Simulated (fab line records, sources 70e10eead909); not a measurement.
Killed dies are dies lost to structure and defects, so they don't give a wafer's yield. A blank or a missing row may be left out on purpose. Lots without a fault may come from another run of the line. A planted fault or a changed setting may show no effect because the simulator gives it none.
Chamber matching | flow nand_harc | NHARC_A_CONTACT_ETCH_102 on rie_diel-04: 4 sister chambers
The step etches the open film in CF4/O2, target depth 70 nm, overetch 7 nm, time 38.5 s. 8 wafers are shown with their chamber, then 7 later ones without.

WAFERS WITH THEIR CHAMBER
wafer  | chamber | showerhead_plenum_p_Torr (Torr) | rf_fwd_power_W (W)
L084.4 | 3       | 1.42                            | 294.5
L085.1 | 1       | 1.34                            | 294.5
L085.6 | 2       | 1.34                            | 297.3
L091.4 | 2       | 1.33                            | 296.9
L091.5 | 3       | 1.42                            | 294.3
L091.6 | 0       | 1.27                            | 299.3
L095.2 | 0       | 1.27                            | 298.1
L095.4 | 1       | 1.34                            | 296.2

WAFERS WITHOUT THEIR CHAMBER
wafer  | showerhead_plenum_p_Torr (Torr) | rf_fwd_power_W (W)
L095.5 | 1.33                            | 295.9
L094.1 | 1.27                            | 299.5
L094.3 | 1.34                            | 295.7
L094.6 | 1.27                            | 298.7
L086.1 | 1.27                            | 297.9
L086.3 | 1.34                            | 295.8
L086.5 | 1.33                            | 296.8

WHICH CHAMBER EACH WENT THROUGH
wafer  | from the rows above     | in truth
L095.5 | can't be placed: 2 or 1 | 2
L094.1 | 0                       | 0
L094.3 | can't be placed: 1 or 2 | 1
L094.6 | 0                       | 0
L086.1 | 0                       | 0
L086.3 | can't be placed: 1 or 2 | 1
L086.5 | can't be placed: 2 or 1 | 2
Placed correctly: 3 of 7. Can't be placed from these rows: 4 (the true chamber is among the candidates in 4). Placed wrongly: 0.
How it was worked out, from the rows above alone: a wafer's distance from a chamber is the root of the sum, over the readings, of the square of ((its reading less the chamber's mean) divided by the reading's scatter). The wafer belongs to the nearest chamber; if the next one is less than 2 further off, it can't be placed. A chamber's mean is the mean of its shown wafers. The scatter: the root of (the sum of the squares of (reading less its chamber's mean) over the shown wafers, divided by (wafers less chambers)).
